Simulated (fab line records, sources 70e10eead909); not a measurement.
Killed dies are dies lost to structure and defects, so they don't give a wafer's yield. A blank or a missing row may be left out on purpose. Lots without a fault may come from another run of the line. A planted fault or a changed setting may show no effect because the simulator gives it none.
Chamber matching | flow nand_harc | NHARC_P_GATE_DESCUM_93 on rie_diel-02: 4 sister chambers
The step chemistry O2, time 3 s. 4 wafers are shown with their chamber, then 9 later ones without.

WAFERS WITH THEIR CHAMBER
wafer  | chamber | oes_product_au (a.u.)
L085.4 | 1       | 0.990
L090.5 | 3       | 1.026
L091.4 | 0       | 1.000
L091.5 | 2       | 0.999

WAFERS WITHOUT THEIR CHAMBER
wafer  | oes_product_au (a.u.)
L093.2 | 1.004
L093.3 | 0.992
L093.6 | 1.004
L094.4 | 1.009
L094.5 | 1.005
L094.6 | 0.999
L095.2 | 1.018
L095.3 | 0.999
L095.6 | 1.003

WHICH CHAMBER EACH WENT THROUGH
wafer  | from the rows above          | in truth
L093.2 | can't be placed: 0 or 2      | 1
L093.3 | can't be placed: 1 or 2 or 0 | 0
L093.6 | can't be placed: 0 or 2      | 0
L094.4 | can't be placed: 0 or 2 or 3 | 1
L094.5 | can't be placed: 0 or 2      | 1
L094.6 | can't be placed: 2 or 0 or 1 | 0
L095.2 | 3                            | 3
L095.3 | can't be placed: 2 or 0 or 1 | 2
L095.6 | can't be placed: 0 or 2      | 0
Placed correctly: 1 of 9. Can't be placed from these rows: 8 (the true chamber is among the candidates in 5). Placed wrongly: 0.
How it was worked out, from the rows above alone: a wafer's distance from a chamber is the root of the sum, over the readings, of the square of ((its reading less the chamber's mean) divided by the reading's scatter). The wafer belongs to the nearest chamber; if the next one is less than 2 further off, it can't be placed. A chamber's mean is the mean of its shown wafers. The scatter: with one shown wafer a chamber, the root of the mean of the squares of how far each hidden wafer lies from its nearest shown one.
